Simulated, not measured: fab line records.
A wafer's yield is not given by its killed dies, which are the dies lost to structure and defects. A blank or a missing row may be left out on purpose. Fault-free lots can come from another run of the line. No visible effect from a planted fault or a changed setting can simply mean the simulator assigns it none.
Matching of chambers || flow n5 finfet || 3 sister chambers for N5_BEOL_M4_PECVD_72 on pecvd-03
The step deposits SiO2 from TEOS/O2, target thk 16 nm, time 18 s. 6 wafers are shown with their chamber, then 12 later ones without.

== WAFERS, EACH WITH ITS CHAMBER ==
{"wafer": "L082.6", "chamber": 2, "throttle valve pct (%)": 21.7, "showerhead plenum p Torr (Torr)": 8.78}
{"wafer": "L085.4", "chamber": 2, "throttle valve pct (%)": 21.7, "showerhead plenum p Torr (Torr)": 8.75}
{"wafer": "L085.6", "chamber": 1, "throttle valve pct (%)": 22.8, "showerhead plenum p Torr (Torr)": 8.87}
{"wafer": "L086.1", "chamber": 0, "throttle valve pct (%)": 22.2, "showerhead plenum p Torr (Torr)": 8.89}
{"wafer": "L086.2", "chamber": 1, "throttle valve pct (%)": 23.0, "showerhead plenum p Torr (Torr)": 8.90}
{"wafer": "L086.4", "chamber": 0, "throttle valve pct (%)": 22.3, "showerhead plenum p Torr (Torr)": 8.90}

== WAFERS MISSING THEIR CHAMBER ==
{"wafer": "L087.2", "throttle valve pct (%)": 23.3, "showerhead plenum p Torr (Torr)": 8.86}
{"wafer": "L087.5", "throttle valve pct (%)": 22.2, "showerhead plenum p Torr (Torr)": 8.89}
{"wafer": "L087.6", "throttle valve pct (%)": 23.0, "showerhead plenum p Torr (Torr)": 8.86}
{"wafer": "L088.2", "throttle valve pct (%)": 22.9, "showerhead plenum p Torr (Torr)": 8.91}
{"wafer": "L088.3", "throttle valve pct (%)": 22.4, "showerhead plenum p Torr (Torr)": 8.87}
{"wafer": "L088.5", "throttle valve pct (%)": 22.3, "showerhead plenum p Torr (Torr)": 8.91}
{"wafer": "L094.2", "throttle valve pct (%)": 21.7, "showerhead plenum p Torr (Torr)": 8.74}
{"wafer": "L094.3", "throttle valve pct (%)": 22.3, "showerhead plenum p Torr (Torr)": 8.90}
{"wafer": "L094.4", "throttle valve pct (%)": 21.7, "showerhead plenum p Torr (Torr)": 8.75}
{"wafer": "L095.1", "throttle valve pct (%)": 21.8, "showerhead plenum p Torr (Torr)": 8.74}
{"wafer": "L095.3", "throttle valve pct (%)": 23.1, "showerhead plenum p Torr (Torr)": 8.86}
{"wafer": "L095.4", "throttle valve pct (%)": 22.2, "showerhead plenum p Torr (Torr)": 8.88}

== EACH ONE'S CHAMBER ==
{"wafer": "L087.2", "from the rows above": 1, "in truth": 1}
{"wafer": "L087.5", "from the rows above": 0, "in truth": 0}
{"wafer": "L087.6", "from the rows above": 1, "in truth": 1}
{"wafer": "L088.2", "from the rows above": 1, "in truth": 1}
{"wafer": "L088.3", "from the rows above": 0, "in truth": 0}
{"wafer": "L088.5", "from the rows above": 0, "in truth": 0}
{"wafer": "L094.2", "from the rows above": 2, "in truth": 2}
{"wafer": "L094.3", "from the rows above": 0, "in truth": 0}
{"wafer": "L094.4", "from the rows above": 2, "in truth": 2}
{"wafer": "L095.1", "from the rows above": 2, "in truth": 2}
{"wafer": "L095.3", "from the rows above": 1, "in truth": 1}
{"wafer": "L095.4", "from the rows above": 0, "in truth": 0}
Correct placement for 12 of the 12. Left unplaced by these rows: 0. Placed wrongly: 0.
How it was worked out, from the rows above alone: a wafer's distance from a chamber is the root of the sum, over the readings, of the square of ((its reading less the chamber's mean) divided by the reading's scatter). If the next closest chamber is less than 2 further off than the closest, the wafer can't be placed; otherwise it belongs to the closest. Each chamber's mean is taken over the wafers shown for it. The scatter is the square root of a quotient: the sum, over the shown wafers, of each reading's squared deviation from its chamber's mean, divided by wafers minus chambers.
